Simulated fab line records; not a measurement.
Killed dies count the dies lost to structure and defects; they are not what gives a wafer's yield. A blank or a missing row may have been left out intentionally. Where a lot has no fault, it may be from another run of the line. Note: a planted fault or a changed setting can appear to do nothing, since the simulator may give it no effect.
fab line records	flow n5Finfet
[record] lots = 24	wafers = 72	lastDay = 18
route steps=1938 shown BEOL_M5@1169 BEOL_M6@1214
lots with no fault: from the same line, run without faults
startH: hours from the record's opening day to when the first of the lot's shown wafers began	waitH: hours since the lot's step before	" identical to the entry in the row above	L1.1+2: a single row standing in for several wafers	- either no value or no given start	* or withheld: withheld	< > ~ a bound
route shown NAME@n: names a module that has steps shown in the file, with the first one's number in the route	usual: the fault-free wafers' mean and standard deviation	same: alike in all rows	chamber/n: place in a boat	sites: the reading at each site	_std_site: their standard deviation	_edge_site: mean of outer sites minus mean of inner sites	radiusMm: for every site, how far away it sits from the centre of the wafer	mask NAME#n: copy n	behind: tool/chamber where the wafer was last shaped	hold: what put the lot on hold/how long, in hours/how the hold closed	device: transistor that didn't switch, given as n, p or np	end of line: the same wafers' tests at the end of the route	a step without rows: its recipe alone	killed: dies that structure and defects cost at the first sort, which is not the same as the wafer's yield	map: shows each die of a wafer: x if killed, . if not, _ if none is there
set.NAME: setting as actually run; set.NAME@STEP: the setting as run at that earlier step	model.NAME: the simulator's own value behind a step, which no gauge read
the route's steps for a sample of lots (tables are steps, rows are wafers)
services: from which hour (startH, from the record's first day; less than 0 if before it) a tool's chamber was out of use, for how many hours, and why
[[steps]]
[step N5_BEOL_M5_CURE_80]
[recipe] tempC = 370	timeS = 120	ambient = DMADMS/He	material = SiCOH_lowk
[usual] lampPowerPct = 52.31/0.054	wafer_temp_C_max = 372.0/0.71
lot.wafer	tool	chamber	startH	waitH	lampPowerPct	wafer_temp_C_max
L074.1	uvCure-03	0	188.81	0.0	52.27	371.9
L074.3	"	0	"	"	52.35	371.6
L074.5	"	0	"	"	52.30	371.7
L075.3	uvCure-02	0	189.09	0.1	52.28	371.4
L075.4	"	0	"	"	52.22	371.7
L075.6	"	0	"	"	52.27	371.1
L077.1	uvCure-01	0	202.75	0.0	52.33	371.6
L077.3	"	0	"	"	52.40	371.6
L077.5	"	0	"	"	52.29	372.0
L076.1	uvCure-01	1	203.05	0.2	52.29	372.2
L076.3	"	1	"	"	52.35	371.5
L076.6	"	1	"	"	52.29	372.5
L078.2	uvCure-01	2	208.21	0.1	52.32	373.0
L078.4	"	2	"	"	52.36	372.4
L078.5	"	2	"	"	52.22	372.3
L079.3	uvCure-03	2	212.33	0.1	52.33	371.3
L079.4	"	2	"	"	52.21	371.2
L079.6	"	2	"	"	52.30	371.2
L080.1	uvCure-02	2	212.59	0.0	52.28	372.6
L080.2	"	2	"	"	52.32	372.7
L080.6	"	2	"	"	52.29	373.4
L082.2	uvCure-02	2	231.06	0.1	52.32	373.0
L082.4	"	2	"	"	52.22	373.5
L082.6	"	2	"	"	52.22	372.4
L081.2	uvCure-01	2	233.21	0.1	52.39	372.0
L081.4	"	2	"	"	52.41	372.2
L081.5	"	2	"	"	52.35	372.3
L083.2	uvCure-02	2	238.07	0.1	52.29	372.9
L083.4	"	2	"	"	52.27	372.3
L083.5	"	2	"	"	52.28	372.5
L084.1	uvCure-03	0	238.14	0.0	52.29	371.9
L084.3	"	0	"	"	52.32	371.5
L084.4	"	0	"	"	52.24	371.3
L087.2	uvCure-03	0	258.20	0.1	52.19	371.8
L087.4	"	0	"	"	52.36	371.8
L087.6	"	0	"	"	52.22	371.6
L085.3	uvCure-03	2	258.69	0.1	52.39	371.1
L085.5	"	2	"	"	52.36	371.2
L085.6	"	2	"	"	52.41	371.4
L088.2	uvCure-01	1	260.36	0.1	52.40	371.2
L088.3	"	1	"	"	52.32	371.3
L088.5	"	1	"	"	52.36	370.6
L086.1	uvCure-03	0	265.76	0.0	52.24	371.8
L086.2	"	0	"	"	52.34	371.9
L086.5	"	0	"	"	52.39	372.6
L089.2	uvCure-01	2	273.48	0.7	52.39	373.4
L089.4	"	2	"	"	52.29	372.1
L089.6	"	2	"	"	52.30	372.2
L091.2	uvCure-01	1	275.02	0.1	52.37	371.3
L091.4	"	1	"	"	52.30	372.3
L091.6	"	1	"	"	52.27	371.0
L090.1	uvCure-02	0	285.27	0.2	52.38	371.8
L090.5	"	0	"	"	52.30	372.0
L090.6	"	0	"	"	52.25	371.7
L092.2	uvCure-01	2	289.02	0.1	52.27	372.4
L092.5	"	2	"	"	52.40	372.0
L092.6	"	2	"	"	52.35	373.0
L093.3	uvCure-03	0	295.41	0.2	52.39	372.3
L093.4	"	0	"	"	52.33	371.5
L093.5	"	0	"	"	52.27	372.5
L094.4	uvCure-02	1	309.42	0.2	52.26	372.0
L094.5	"	1	"	"	52.28	371.9
L094.6	"	1	"	"	52.29	372.9
L095.1	uvCure-02	0	310.39	0.1	52.32	371.0
L095.5	"	0	"	"	52.30	371.1
L095.6	"	0	"	"	52.39	371.2
L097.1	uvCure-02	2	331.42	0.0	52.23	373.4
L097.4	"	2	"	"	52.29	372.8
L097.5	"	2	"	"	52.34	372.5
L096.1	uvCure-01	1	336.60	0.0	52.37	371.5
L096.2	"	1	"	"	52.22	371.9
L096.3	"	1	"	"	52.36	371.5
[step N5_BEOL_M5_ANNEAL_49]
[recipe] tempC = 400	timeS = 1800	ambient = vacuum
[usual] heaterPowerW = 834/56
lot.wafer	tool	chamber	startH	waitH	heaterPowerW
L074.1	pvdSputter-01	-	189.85	0.0	933
L074.3	"	-	"	"	869
L074.5	"	-	"	"	868
L075.3	pvdSputter-03	-	192.17	0.0	900
L075.4	"	-	"	"	793
L075.6	"	-	"	"	916
L077.1	pvdSputter-03	-	203.95	0.0	925
L077.3	"	-	"	"	845
L077.5	"	-	"	"	850
L076.1	pvdSputter-01	-	204.34	0.0	730
L076.3	"	-	"	"	875
L076.6	"	-	"	"	859
L078.2	pvdSputter-02	-	209.53	0.0	771
L078.4	"	-	"	"	889
L078.5	"	-	"	"	790
L079.3	pvdSputter-01	-	213.36	0.0	748
L079.4	"	-	"	"	849
L079.6	"	-	"	"	737
L080.1	pvdSputter-03	-	213.80	0.0	843
L080.2	"	-	"	"	852
L080.6	"	-	"	"	775
L082.2	pvdSputter-01	-	233.83	0.0	870
L082.4	"	-	"	"	841
L082.6	"	-	"	"	871
L081.2	pvdSputter-03	-	234.95	0.0	897
L081.4	"	-	"	"	838
L081.5	"	-	"	"	855
L083.2	pvdSputter-02	-	239.47	0.0	776
L083.4	"	-	"	"	839
L083.5	"	-	"	"	817
L084.1	pvdSputter-03	-	239.63	0.0	840
L084.3	"	-	"	"	790
L084.4	"	-	"	"	915
L087.2	pvdSputter-01	-	260.11	0.0	750
L087.4	"	-	"	"	829
L087.6	"	-	"	"	726
L085.3	pvdSputter-03	-	260.47	0.0	885
L085.5	"	-	"	"	779
L085.6	"	-	"	"	909
L088.2	pvdSputter-02	-	261.87	0.0	814
L088.3	"	-	"	"	813
L088.5	"	-	"	"	769
L086.1	pvdSputter-03	-	267.18	0.0	897
L086.2	"	-	"	"	782
L086.5	"	-	"	"	836
L089.2	pvdSputter-03	-	274.81	0.0	835
L089.4	"	-	"	"	897
L089.6	"	-	"	"	771
L091.2	pvdSputter-01	-	276.35	0.0	866
L091.4	"	-	"	"	823
L091.6	"	-	"	"	852
L090.1	pvdSputter-01	-	286.33	0.0	734
L090.5	"	-	"	"	922
L090.6	"	-	"	"	842
L092.2	pvdSputter-03	-	292.33	0.0	837
L092.5	"	-	"	"	820
L092.6	"	-	"	"	860
L093.3	pvdSputter-01	-	296.65	0.0	874
L093.4	"	-	"	"	916
L093.5	"	-	"	"	754
L094.4	pvdSputter-03	-	310.71	0.0	817
L094.5	"	-	"	"	831
L094.6	"	-	"	"	778
L095.1	pvdSputter-01	-	312.09	0.0	734
L095.5	"	-	"	"	823
L095.6	"	-	"	"	856
L097.1	pvdSputter-02	-	332.60	0.0	823
L097.4	"	-	"	"	831
L097.5	"	-	"	"	893
L096.1	pvdSputter-01	-	337.75	0.0	725
L096.2	"	-	"	"	821
L096.3	"	-	"	"	913
[step N5_BEOL_M5_SPUTTER_88]
[recipe] material = Cu	targetThkA = 150	tempC = -20	chamberPressurePa = 0.07	powerW = withheld	timeS = 27.62
[usual] throttleValvePct = 30.6/0.94
lot.wafer	tool	chamber	startH	waitH	throttleValvePct
L074.1	pvdSputter-01	-	193.03	0.5	29.8
L074.3	"	-	"	"	30.6
L074.5	"	-	"	"	30.6
L075.3	pvdSputter-03	-	195.35	0.5	32.1
L075.4	"	-	"	"	31.1
L075.6	"	-	"	"	32.0
L077.1	pvdSputter-03	-	207.13	0.5	32.3
L077.3	"	-	"	"	29.1
L077.5	"	-	"	"	29.0
L076.1	pvdSputter-01	-	207.52	0.5	31.7
L076.3	"	-	"	"	30.4
L076.6	"	-	"	"	30.4
L078.2	pvdSputter-02	-	212.71	0.5	29.9
L078.4	"	-	"	"	30.6
L078.5	"	-	"	"	29.5
L079.3	pvdSputter-01	-	216.54	0.5	31.8
L079.4	"	-	"	"	31.2
L079.6	"	-	"	"	31.7
L080.1	pvdSputter-03	-	216.98	0.5	29.0
L080.2	"	-	"	"	29.8
L080.6	"	-	"	"	31.2
L082.2	pvdSputter-01	-	237.01	0.5	30.3
L082.4	"	-	"	"	31.4
L082.6	"	-	"	"	30.3
L081.2	pvdSputter-03	-	238.13	0.5	32.2
L081.4	"	-	"	"	28.9
L081.5	"	-	"	"	29.6
L083.2	pvdSputter-02	-	242.65	0.5	29.9
L083.4	"	-	"	"	30.6
L083.5	"	-	"	"	30.7
L084.1	pvdSputter-03	-	242.81	0.5	29.9
L084.3	"	-	"	"	31.1
L084.4	"	-	"	"	32.2
L087.2	pvdSputter-01	-	263.29	0.5	31.7
L087.4	"	-	"	"	31.2
L087.6	"	-	"	"	31.7
L085.3	pvdSputter-03	-	263.65	0.5	32.1
L085.5	"	-	"	"	31.2
L085.6	"	-	"	"	32.2
L088.2	pvdSputter-02	-	265.05	0.5	30.4
L088.3	"	-	"	"	30.4
L088.5	"	-	"	"	29.8
L086.1	pvdSputter-03	-	270.36	0.5	32.3
L086.2	"	-	"	"	31.1
L086.5	"	-	"	"	29.9
L089.2	pvdSputter-03	-	277.99	0.5	29.7
L089.4	"	-	"	"	31.9
L089.6	"	-	"	"	31.0
L091.2	pvdSputter-01	-	279.53	0.5	30.4
L091.4	"	-	"	"	31.0
L091.6	"	-	"	"	30.8
L090.1	pvdSputter-01	-	289.51	0.5	31.8
L090.5	"	-	"	"	30.1
L090.6	"	-	"	"	31.3
L092.2	pvdSputter-03	-	295.51	0.5	29.1
L092.5	"	-	"	"	29.1
L092.6	"	-	"	"	29.7
L093.3	pvdSputter-01	-	299.83	0.5	30.4
L093.4	"	-	"	"	30.2
L093.5	"	-	"	"	31.7
L094.4	pvdSputter-03	-	313.89	0.5	29.9
L094.5	"	-	"	"	28.9
L094.6	"	-	"	"	31.1
L095.1	pvdSputter-01	-	315.27	0.5	32.0
L095.5	"	-	"	"	31.1
L095.6	"	-	"	"	30.6
L097.1	pvdSputter-02	-	335.78	0.5	30.5
L097.4	"	-	"	"	30.5
L097.5	"	-	"	"	30.7
L096.1	pvdSputter-01	-	340.93	0.5	31.8
L096.2	"	-	"	"	31.6
L096.3	"	-	"	"	30.1
[step N5_BEOL_M5_ANNEAL_89]
[recipe] tempC = 400	timeS = 1800	ambient = vacuum
[usual] heaterPowerW = 834/57
lot.wafer	tool	chamber	startH	waitH	heaterPowerW
L074.1	pvdSputter-01	-	193.11	0.0	924
L074.3	"	-	"	"	850
L074.5	"	-	"	"	846
L075.3	pvdSputter-03	-	195.43	0.0	887
L075.4	"	-	"	"	762
L075.6	"	-	"	"	917
L077.1	pvdSputter-03	-	207.21	0.0	906
L077.3	"	-	"	"	839
L077.5	"	-	"	"	835
L076.1	pvdSputter-01	-	207.60	0.0	721
L076.3	"	-	"	"	875
L076.6	"	-	"	"	870
L078.2	pvdSputter-02	-	212.79	0.0	760
L078.4	"	-	"	"	912
L078.5	"	-	"	"	766
L079.3	pvdSputter-01	-	216.62	0.0	733
L079.4	"	-	"	"	835
L079.6	"	-	"	"	763
L080.1	pvdSputter-03	-	217.06	0.0	841
L080.2	"	-	"	"	821
L080.6	"	-	"	"	776
L082.2	pvdSputter-01	-	237.09	0.0	874
L082.4	"	-	"	"	842
L082.6	"	-	"	"	875
L081.2	pvdSputter-03	-	238.21	0.0	902
L081.4	"	-	"	"	840
L081.5	"	-	"	"	846
L083.2	pvdSputter-02	-	242.73	0.0	767
L083.4	"	-	"	"	828
L083.5	"	-	"	"	829
L084.1	pvdSputter-03	-	242.89	0.0	835
L084.3	"	-	"	"	787
L084.4	"	-	"	"	920
L087.2	pvdSputter-01	-	263.37	0.0	723
L087.4	"	-	"	"	828
L087.6	"	-	"	"	742
L085.3	pvdSputter-03	-	263.73	0.0	918
L085.5	"	-	"	"	792
L085.6	"	-	"	"	902
L088.2	pvdSputter-02	-	265.13	0.0	854
L088.3	"	-	"	"	847
L088.5	"	-	"	"	775
L086.1	pvdSputter-03	-	270.44	0.0	927
L086.2	"	-	"	"	792
L086.5	"	-	"	"	847
L089.2	pvdSputter-03	-	278.07	0.0	812
L089.4	"	-	"	"	912
L089.6	"	-	"	"	777
L091.2	pvdSputter-01	-	279.61	0.0	857
L091.4	"	-	"	"	824
L091.6	"	-	"	"	853
L090.1	pvdSputter-01	-	289.59	0.0	752
L090.5	"	-	"	"	932
L090.6	"	-	"	"	836
L092.2	pvdSputter-03	-	295.59	0.0	841
L092.5	"	-	"	"	827
L092.6	"	-	"	"	845
L093.3	pvdSputter-01	-	299.91	0.0	871
L093.4	"	-	"	"	916
L093.5	"	-	"	"	736
L094.4	pvdSputter-03	-	313.97	0.0	847
L094.5	"	-	"	"	821
L094.6	"	-	"	"	791
L095.1	pvdSputter-01	-	315.35	0.0	743
L095.5	"	-	"	"	813
L095.6	"	-	"	"	849
L097.1	pvdSputter-02	-	335.86	0.0	822
L097.4	"	-	"	"	818
L097.5	"	-	"	"	906
L096.1	pvdSputter-01	-	341.01	0.0	729
L096.2	"	-	"	"	843
L096.3	"	-	"	"	943
[step N5_BEOL_M5_INSPECT_58]
[recipe] inspectInstrument = darkfield	mode = postDep
[usual] rawDefectCount = 80/24
lot.wafer	tool	chamber	startH	waitH	rawDefectCount
L074.1	defectInspect-02	-	195.20	0.0	53
L074.3	"	-	"	"	86
L074.5	"	-	"	"	66
L075.3	defectInspect-01	-	197.54	0.0	45
L075.4	"	-	"	"	68
L075.6	"	-	"	"	94
L077.1	defectInspect-01	-	209.33	0.0	63
L077.3	"	-	"	"	70
L077.5	"	-	"	"	87
L076.1	defectInspect-01	-	209.78	0.0	90
L076.3	"	-	"	"	131
L076.6	"	-	"	"	85
L078.2	defectInspect-02	-	214.91	0.0	85
L078.4	"	-	"	"	83
L078.5	"	-	"	"	90
L079.3	defectInspect-01	-	219.39	0.0	56
L079.4	"	-	"	"	80
L079.6	"	-	"	"	62
L080.1	defectInspect-02	-	219.49	0.0	101
L080.2	"	-	"	"	125
L080.6	"	-	"	"	63
L082.2	defectInspect-02	-	239.21	0.0	91
L082.4	"	-	"	"	78
L082.6	"	-	"	"	82
L081.2	defectInspect-02	-	240.50	0.0	54
L081.4	"	-	"	"	60
L081.5	"	-	"	"	36
L083.2	defectInspect-01	-	245.47	0.0	86
L083.4	"	-	"	"	79
L083.5	"	-	"	"	85
L084.1	defectInspect-01	-	245.51	0.0	57
L084.3	"	-	"	"	61
L084.4	"	-	"	"	38
L085.3	defectInspect-02	-	265.85	0.0	87
L085.5	"	-	"	"	55
L085.6	"	-	"	"	88
L088.2	defectInspect-02	-	267.28	0.0	58
L088.3	"	-	"	"	58
L088.5	"	-	"	"	69
L087.2	defectInspect-01	-	269.61	0.0	54
L087.4	"	-	"	"	58
L087.6	"	-	"	"	65
L086.1	defectInspect-01	-	272.53	0.0	108
L086.2	"	-	"	"	93
L086.5	"	-	"	"	55
L089.2	defectInspect-01	-	280.22	0.0	77
L089.4	"	-	"	"	77
L089.6	"	-	"	"	58
L091.2	defectInspect-01	-	282.09	0.0	118
L091.4	"	-	"	"	61
L091.6	"	-	"	"	88
L090.1	defectInspect-02	-	291.91	0.0	84
L090.5	"	-	"	"	59
L090.6	"	-	"	"	111
L092.2	defectInspect-02	-	297.78	0.0	131
L092.5	"	-	"	"	99
L092.6	"	-	"	"	85
L093.3	defectInspect-02	-	302.00	0.0	60
L093.4	"	-	"	"	106
L093.5	"	-	"	"	95
L094.4	defectInspect-02	-	316.10	0.0	77
L094.5	"	-	"	"	59
L094.6	"	-	"	"	86
L095.1	defectInspect-01	-	317.49	0.0	92
L095.5	"	-	"	"	93
L095.6	"	-	"	"	84
L097.1	defectInspect-02	-	338.11	0.0	84
L097.4	"	-	"	"	80
L097.5	"	-	"	"	74
L096.1	defectInspect-02	-	343.15	0.0	69
L096.2	"	-	"	"	43
L096.3	"	-	"	"	62
[step N5_BEOL_M6_STRIP_67]
[recipe] chemistry = CF4	resist = SiARC	powerW = 300	biasPowerW = 75	pressureMtorr = 50	cf4FlowSccm = 150	rfFrequencyHz = 6e+07
[usual] drypumpMotorCurrentA = 5.7/0.32	oesProductAu = 0.81/0.081	rfVppV = 271.3/1.5	showerheadPlenumPTorr = 1.81/0.051	throttleValvePct = 13.62/0.24
lot.wafer	tool	chamber	startH	waitH	drypumpMotorCurrentA	oesProductAu	rfHoursCounterH	rfVppV	showerheadPlenumPTorr	throttleValvePct
L074.1	rieDiel-03	3	198.07	0.0	5.6	0.82	72	272.3	1.81	13.39
L074.3	"	0	"	"	5.5	0.70	203	271.9	1.85	14.04
L074.5	"	2	"	"	5.7	0.74	-	269.8	1.73	13.64
L075.3	rieDiel-01	0	200.52	0.0	6.2	0.77	136	270.7	1.81	13.78
L075.4	"	0	"	"	6.2	0.78	-	271.5	1.81	13.78
L075.6	"	2	"	"	6.2	0.92	-	272.2	1.82	13.41
L077.1	rieDiel-05	3	212.79	0.0	5.3	0.90	17	270.2	1.77	13.72
L077.3	"	0	"	"	5.8	0.74	192	270.3	1.77	13.59
L077.5	"	0	"	"	5.8	0.74	-	269.0	1.77	13.61
L076.1	rieDiel-01	2	213.05	0.0	6.2	0.92	29	271.7	1.82	13.42
L076.3	"	0	"	"	6.2	0.78	140	271.4	1.81	13.80
L076.6	"	1	"	"	5.9	0.78	-	274.3	1.85	13.40
L078.2	rieDiel-05	2	218.88	0.0	5.8	0.90	30	269.8	1.78	13.79
L078.4	"	1	"	"	5.8	0.86	57	271.4	1.85	13.37
L078.5	"	0	"	"	5.8	0.73	-	273.0	1.77	13.60
L079.3	rieDiel-01	0	222.35	0.0	6.2	0.78	144	270.4	1.81	13.78
L079.4	"	3	"	"	5.1	0.92	17	274.0	1.89	13.26
L079.6	"	3	"	"	5.1	0.92	-	275.2	1.89	13.26
L080.1	rieDiel-05	2	222.46	0.0	5.8	0.89	32	272.0	1.78	13.83
L080.2	"	0	"	"	5.8	0.74	196	270.7	1.77	13.62
L080.6	"	2	"	"	5.9	0.90	-	270.8	1.78	13.84
L082.2	rieDiel-03	0	244.84	0.0	5.5	0.68	218	272.0	1.84	14.06
L082.4	"	2	"	"	5.7	0.73	190	269.1	1.72	13.69
L082.6	"	1	"	"	5.4	0.69	-	269.2	1.70	13.95
L081.2	rieDiel-01	3	244.89	0.0	5.1	0.90	23	272.3	1.89	13.27
L081.4	"	0	"	"	6.2	0.77	149	272.6	1.81	13.82
L081.5	"	0	"	"	6.2	0.77	-	270.6	1.81	13.81
L083.2	rieDiel-01	3	247.49	0.0	5.1	0.91	24	272.8	1.89	13.29
L083.4	"	2	"	"	6.1	0.90	41	272.5	1.81	13.45
L083.5	"	3	"	"	5.1	0.90	-	271.8	1.89	13.28
L084.1	rieDiel-05	2	247.64	0.0	5.9	0.88	39	270.5	1.78	13.84
L084.3	"	1	"	"	5.8	0.84	66	273.4	1.84	13.39
L084.4	"	0	"	"	5.8	0.73	204	270.7	1.76	13.64
L085.3	rieDiel-05	1	267.57	0.0	5.8	0.84	73	271.3	1.84	13.39
L085.5	"	3	"	"	5.3	0.87	-	269.4	1.76	13.78
L085.6	"	2	"	"	5.8	0.87	-	268.2	1.78	13.86
L088.2	rieDiel-05	2	269.79	0.0	5.9	0.87	47	271.8	1.78	13.88
L088.3	"	1	"	"	5.8	0.84	73	270.4	1.84	13.39
L088.5	"	1	"	"	5.8	0.84	-	271.8	1.84	13.41
L087.2	rieDiel-05	2	272.42	0.0	5.8	0.87	47	269.1	1.78	13.84
L087.4	"	2	"	"	5.8	0.87	-	269.3	1.78	13.87
L087.6	"	3	"	"	5.3	0.87	-	271.2	1.76	13.76
L086.1	rieDiel-03	3	275.55	0.0	5.6	0.80	98	272.7	1.81	13.45
L086.2	"	0	"	"	5.5	0.68	228	272.3	1.84	14.10
L086.5	"	3	"	"	5.6	0.79	-	271.4	1.81	13.47
L089.2	rieDiel-01	3	283.51	0.0	5.1	0.88	37	272.0	1.89	13.32
L089.4	"	1	"	"	6.0	0.76	145	272.3	1.84	13.45
L089.6	"	1	"	"	6.0	0.77	-	273.0	1.84	13.41
L091.2	rieDiel-01	2	283.91	0.0	6.2	0.87	54	270.9	1.81	13.48
L091.4	"	0	"	"	6.2	0.76	163	271.5	1.81	13.86
L091.6	"	1	"	"	5.9	0.76	-	272.1	1.84	13.45
L090.1	rieDiel-05	3	294.34	0.0	5.3	0.85	48	269.2	1.76	13.80
L090.5	"	3	"	"	5.3	0.85	-	269.5	1.76	13.81
L090.6	"	0	"	"	5.8	0.72	-	271.5	1.76	13.66
L092.2	rieDiel-03	2	302.20	0.0	5.7	0.71	212	269.0	1.72	13.73
L092.5	"	2	"	"	5.7	0.71	-	267.9	1.72	13.74
L092.6	"	3	"	"	5.6	0.78	-	272.1	1.80	13.49
L093.3	rieDiel-03	3	304.16	0.0	5.6	0.78	109	271.9	1.80	13.51
L093.4	"	2	"	"	5.7	0.71	213	270.0	1.72	13.72
L093.5	"	0	"	"	5.5	0.68	-	270.2	1.84	14.12
L094.4	rieDiel-03	3	318.35	0.0	5.6	0.78	115	271.5	1.80	13.50
L094.5	"	0	"	"	5.5	0.67	-	270.5	1.84	14.13
L094.6	"	3	"	"	5.6	0.78	-	271.1	1.80	13.51
L095.1	rieDiel-03	2	321.51	0.0	5.7	0.71	219	271.2	1.72	13.73
L095.5	"	3	"	"	5.6	0.77	-	272.3	1.80	13.50
L095.6	"	0	"	"	5.5	0.67	-	271.8	1.84	14.12
L097.1	rieDiel-01	0	340.26	0.0	6.2	0.74	183	270.6	1.80	13.89
L097.4	"	2	"	"	6.2	0.85	75	271.6	1.81	13.53
L097.5	"	2	"	"	6.2	0.85	-	270.6	1.81	13.53
L096.1	rieDiel-03	3	345.40	0.0	5.6	0.77	125	271.1	1.80	13.53
L096.2	"	0	"	"	5.5	0.66	249	273.6	1.83	14.15
L096.3	"	2	"	"	5.7	0.70	229	270.6	1.71	13.76
[[services]]
tool	chamber	startH	hours	kind
uvCure-03	-	178.85	7.5	pm
rieDiel-05	-	180.40	15.6	pm
uvCure-03	-	186.40	2.1	pm
rieDiel-03	-	253.52	0.4	repair
rieDiel-05	0	265.47	8.7	repair
uvCure-02	-	267.85	9.5	repair
rieDiel-03	1	276.68	-	clean
rieDiel-03	1	276.68	-	consumableReplace:focusRing
rieDiel-03	1	276.68	-	consumableReplace:showerhead
rieDiel-03	1	276.68	18.7	scheduledDown
rieDiel-03	1	276.68	18.7	ventCycle
rieDiel-05	2	279.25	2.4	repair
uvCure-03	-	280.33	3.0	repair
rieDiel-05	0	287.52	1.8	repair
rieDiel-01	3	288.67	23.6	repair
pvdSputter-02	-	288.91	7.9	repair
rieDiel-05	1	290.79	6.3	repair
rieDiel-03	0	293.22	10.1	repair
uvCure-01	-	298.16	1.0	pm
pvdSputter-02	-	303.50	6.2	repair
rieDiel-01	0	317.16	9.8	repair
rieDiel-05	1	317.84	8.7	repair
uvCure-02	-	318.10	1.0	pm
rieDiel-03	0	336.21	4.9	repair
[[key]]
fault none
